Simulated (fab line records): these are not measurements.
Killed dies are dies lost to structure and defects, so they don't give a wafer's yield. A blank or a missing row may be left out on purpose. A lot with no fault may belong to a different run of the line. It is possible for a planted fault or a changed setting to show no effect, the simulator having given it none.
Split-lot study ; flow n5_finfet ; route with 1938 steps; 7 lots, 21 wafers read

== THE SPLIT ITSELF ==
At N5_MIM_TOP_LITHO_DEVELOP_07 (develop time 60 s), the setting develop_time_s was moved away from the recipe's 60 s on 5 of the 21 wafers read, by -12.3% to +20.5%. The other wafers ran this setting at the recipe's value.

== FROM SPLIT TO READING: 1 step shown by the file between the two ==
- N5_MIM_TOP_LITHO_HARDBAKE_09: time 120 s

== THE READING ==
cd_nm at N5_MIM_TOP_LITHO_CD_MEAS_08, given in nm (cd target 2000 nm). Typical for fault-free wafers on this fab line: 1998.8 nm, with standard deviation 1.6 nm.

wafer;tool, chamber at the split;develop_time_s as run, s;against the recipe;cd_nm, nm;against lot-mates on the recipe
L075.3;litho_track-02, 0;60;recipe;1999.0;-
L075.4;litho_track-02, 0;53.35;-11.1%;2001.1;+1.5
L075.5;litho_track-02, 0;60;recipe;2000.2;-
L076.1;litho_track-04, 0;60;recipe;2000.4;-
L076.4;litho_track-04, 0;60;recipe;2000.0;-
L076.6;litho_track-04, 0;60;recipe;2000.1;-
L077.2;litho_track-03, 0;60;recipe;1998.9;-
L077.3;litho_track-03, 0;60;recipe;1998.8;-
L077.6;litho_track-03, 0;60;recipe;1999.8;-
L078.1;litho_track-03, 0;60;recipe;1997.2;-
L078.3;litho_track-03, 0;52.66;-12.2%;2002.3;+5.1
L078.5;litho_track-03, 0;52.66;-12.2%;2001.3;+4.1
L082.1;litho_track-02, 0;60;recipe;1999.8;-
L082.3;litho_track-02, 0;60;recipe;1998.1;-
L082.5;litho_track-02, 0;60;recipe;2000.7;-
L089.2;litho_track-02, 0;72.29;+20.5%;1993.2;-3.8
L089.4;litho_track-02, 0;60;recipe;1996.5;-
L089.6;litho_track-02, 0;60;recipe;1997.6;-
L090.2;litho_track-03, 0;52.6;-12.3%;2001.2;+2.5
L090.5;litho_track-03, 0;60;recipe;1998.8;-
L090.6;litho_track-03, 0;60;recipe;1998.5;-

THE FIT
A straight line over all 21 wafers: cd_nm changes by -0.242 nm for each +1% of develop_time_s; r = -0.83; the points scatter about the line by 1.1 nm.
The same after taking each lot's own level away (the mean of its wafers on the recipe; 21 wafers): -0.237 nm for each +1%; r = -0.89; scatter 0.85 nm.
That fit puts the effect of the largest move of develop_time_s on the reading at 4.9 nm.
Measured against the standard deviation above, the lots' own levels, which go from 1997.05 to 2000.17 nm, span 1.9 times it.
So the lot-to-lot level changes the slope little: the two slopes agree.
Check: -5.75 nm against its lot-mates is what the line predicts for one of the wafers moved furthest among these (+20.5%) when that wafer is left out of the fit. It came out at -3.85 nm against them.

== THESE WAFERS: OTHER SPLITS ==
Note: prior to the reading, these wafers also went through further splits. Each is held against what the fit with the lots' levels taken away leaves over:
other split on the same wafers;wafers away from the commonest value;r with cd_nm (lot level and that fit taken away)
N5_BEOL_M13_EXPOSE_25 dose_mj;7;-0.12
N5_BEOL_M13_ETCH_67 bias_w;8;+0.09
N5_BEOL_M14_TRENCH_ETCH_34 time_s;9;+0.46
N5_BEOL_M14_SPUTTER_43 power_w;9;-0.35
N5_MIM_BOT_SPUTTER_00 time_s;7;-0.31

== FILE'S OWN FIT ==
cd_nm changes by -0.217 nm for each +1% of develop_time_s, r = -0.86.
